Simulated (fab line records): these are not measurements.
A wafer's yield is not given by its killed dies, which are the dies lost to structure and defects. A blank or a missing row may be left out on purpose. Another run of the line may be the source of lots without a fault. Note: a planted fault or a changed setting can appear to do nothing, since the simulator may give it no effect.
Lot-split experiment + flow n5-finfet + on a route of 1938 steps: 7 lots, 39 wafers read

## SPLIT DETAILS
At N5_BEOL_M4_TRENCH_ETCH_37 (etches SiOC in C4F6/O2, target depth 55.555 nm, time 29.2 s), the setting target-depth-a was moved away from the recipe's 555.55 angstrom on 9 of the 39 wafers read, by -26.8% to +39.8%. This setting was run at the recipe's value on the other wafers.

## FROM THE SPLIT TO THE READING: what the file shows between them, 8 steps
- N5_BEOL_M4_ETCH_41: etches SiCN in CH3F/O2, target depth 29.9 nm, time 52.5 s
- N5_BEOL_M4_STRIP_97: strips in N2/H2, time 10 s
- N5_BEOL_M4_OCD_MEAS_38
- N5_BEOL_M4_HM_STRIP_39: strips TiN in peroxide tin strip, target depth 25 nm, time 158 s
- N5_BEOL_M4_SRD_40: time 30 s
- N5_BEOL_M4_ECD_50: material Cu, target thk 300 nm
- N5_BEOL_M4_ANNEAL_51: time 90 s
- N5_BEOL_M4_CMP_52: polishes, stops on SiOC, t overpolish 6.8 s, target thk 40 nm

## THE READING
M4_THK, in nm, at N5_BEOL_M4_THK_MEAS_53 (measures by xrf). On this fab line, fault-free wafers typically give 39.0 nm with a standard deviation of 1.6 nm.

| wafer  | tool, chamber at the split | target-depth-a as run, angstrom | against the recipe | M4_THK, nm | against lot-mates on the recipe |
|--------|----------------------------|---------------------------------|--------------------|------------|---------------------------------|
| L075.1 | rie-diel-02, 2             | 555.55                          | recipe             | 38.7       | -                               |
| L075.2 | rie-diel-02, 1             | 555.55                          | recipe             | 37.4       | -                               |
| L075.3 | rie-diel-02, 3             | 555.55                          | recipe             | 39.8       | -                               |
| L075.4 | rie-diel-02, 0             | 555.55                          | recipe             | 37.1       | -                               |
| L075.5 | rie-diel-02, 3             | 555.55                          | recipe             | 41.4       | -                               |
| L075.6 | rie-diel-02, 0             | 555.55                          | recipe             | 38.8       | -                               |
| L076.2 | rie-diel-02, 2             | 555.55                          | recipe             | 38.3       | -                               |
| L076.5 | rie-diel-02, 3             | 555.55                          | recipe             | 38.2       | -                               |
| L076.6 | rie-diel-02, 2             | 555.55                          | recipe             | 39.5       | -                               |
| L086.1 | rie-diel-03, 0             | 555.55                          | recipe             | 40.3       | -                               |
| L086.2 | rie-diel-03, 2             | 555.55                          | recipe             | 38.9       | -                               |
| L086.3 | rie-diel-03, 3             | 555.55                          | recipe             | 38.0       | -                               |
| L086.4 | rie-diel-03, 1             | 555.55                          | recipe             | 37.4       | -                               |
| L086.5 | rie-diel-03, 1             | 555.55                          | recipe             | 38.2       | -                               |
| L086.6 | rie-diel-03, 2             | 555.55                          | recipe             | 39.4       | -                               |
| L085.1 | rie-diel-02, 3             | 406.6                           | -26.8%             | 26.9       | -10.9                           |
| L085.2 | rie-diel-02, 2             | 555.55                          | recipe             | 37.5       | -                               |
| L085.3 | rie-diel-02, 1             | 406.6                           | -26.8%             | 24.7       | -13.1                           |
| L085.4 | rie-diel-02, 0             | 555.55                          | recipe             | 37.4       | -                               |
| L085.5 | rie-diel-02, 2             | 555.55                          | recipe             | 38.4       | -                               |
| L085.6 | rie-diel-02, 1             | 406.6                           | -26.8%             | 23.7       | -14.1                           |
| L089.1 | rie-diel-02, 1             | 555.55                          | recipe             | 42.6       | -                               |
| L089.2 | rie-diel-02, 2             | 555.55                          | recipe             | 39.7       | -                               |
| L089.3 | rie-diel-02, 3             | 719.5                           | +29.5%             | 58.3       | +17.7                           |
| L089.4 | rie-diel-02, 0             | 555.55                          | recipe             | 39.4       | -                               |
| L089.5 | rie-diel-02, 0             | 719.5                           | +29.5%             | 57.1       | +16.5                           |
| L089.6 | rie-diel-02, 1             | 719.5                           | +29.5%             | 56.0       | +15.4                           |
| L090.1 | rie-diel-04, 2             | 776.5                           | +39.8%             | 62.0       | +22.1                           |
| L090.2 | rie-diel-04, 3             | 776.5                           | +39.8%             | 60.5       | +20.6                           |
| L090.3 | rie-diel-04, 1             | 555.55                          | recipe             | 40.1       | -                               |
| L090.4 | rie-diel-04, 3             | 776.5                           | +39.8%             | 59.9       | +20.0                           |
| L090.5 | rie-diel-04, 1             | 555.55                          | recipe             | 39.6       | -                               |
| L090.6 | rie-diel-04, 2             | 555.55                          | recipe             | 40.0       | -                               |
| L096.1 | rie-diel-04, 2             | 555.55                          | recipe             | 40.9       | -                               |
| L096.2 | rie-diel-04, 0             | 555.55                          | recipe             | 41.0       | -                               |
| L096.3 | rie-diel-04, 1             | 555.55                          | recipe             | 41.3       | -                               |
| L096.4 | rie-diel-04, 3             | 555.55                          | recipe             | 40.3       | -                               |
| L096.5 | rie-diel-04, 0             | 555.55                          | recipe             | 42.1       | -                               |
| L096.6 | rie-diel-04, 1             | 555.55                          | recipe             | 40.7       | -                               |

THE FIT
A straight line over all 39 wafers: M4_THK changes by +0.553 nm for each +1% of target-depth-a; r = +0.99; the points scatter about the line by 1.5 nm.
The same after taking each lot's own level away (the mean of its wafers on the recipe; 39 wafers): +0.521 nm for each +1%; r = +0.99; scatter 1.1 nm.
According to that fit, moving target-depth-a by its largest amount changes the reading by 21 nm.
From 37.77 to 41.05 nm: that is the span of the lots' own levels, equal to 2.1 times the standard deviation above.
Hence the lot-to-lot level has little effect on the slope; both slopes agree.
Check: with one of the wafers moved furthest among these (+39.8%) left out of the fit, the line predicts +20.7 nm for it against its lot-mates. Against them it came out at +22.1 nm.

## THE WHOLE CHAIN: every reading that the file lists as answering this split, in the file's order
| step                      | what it does                                                  | reading                                                                      | change (the file's fit)               | r (the file's) |
|---------------------------|---------------------------------------------------------------|------------------------------------------------------------------------------|---------------------------------------|----------------|
| N5_BEOL_M4_TRENCH_ETCH_37 | etches SiOC in C4F6/O2, target depth 55.555 nm, time 29.2 s   | BEOL_M4.feature-depth-nm (the simulator's own value, which no gauge read)    | +0.546 nm for each +1% of the setting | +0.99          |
| N5_BEOL_M4_TRENCH_ETCH_37 | etches SiOC in C4F6/O2, target depth 55.555 nm, time 29.2 s   | etch.depth-nm (the simulator's own value, which no gauge read)               | +0.544 nm for each +1% of the setting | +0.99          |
| N5_BEOL_M4_OCD_MEAS_38    |                                                               | trench-depth-nm                                                              | +0.541 nm for each +1% of the setting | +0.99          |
| N5_BEOL_M4_CMP_52         | polishes, stops on SiOC, t overpolish 6.8 s, target thk 40 nm | Cu_of_BEOL_M4_ECD_50.thk-nm (the simulator's own value, which no gauge read) | +0.532 nm for each +1% of the setting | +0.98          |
| N5_BEOL_M4_THK_MEAS_53    | measures by xrf                                               | M4_THK                                                                       | +0.524 for each +1% of the setting    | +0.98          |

## THE FILE'S OWN FIT
M4_THK changes by +0.524 nm for each +1% of target-depth-a, r = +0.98.
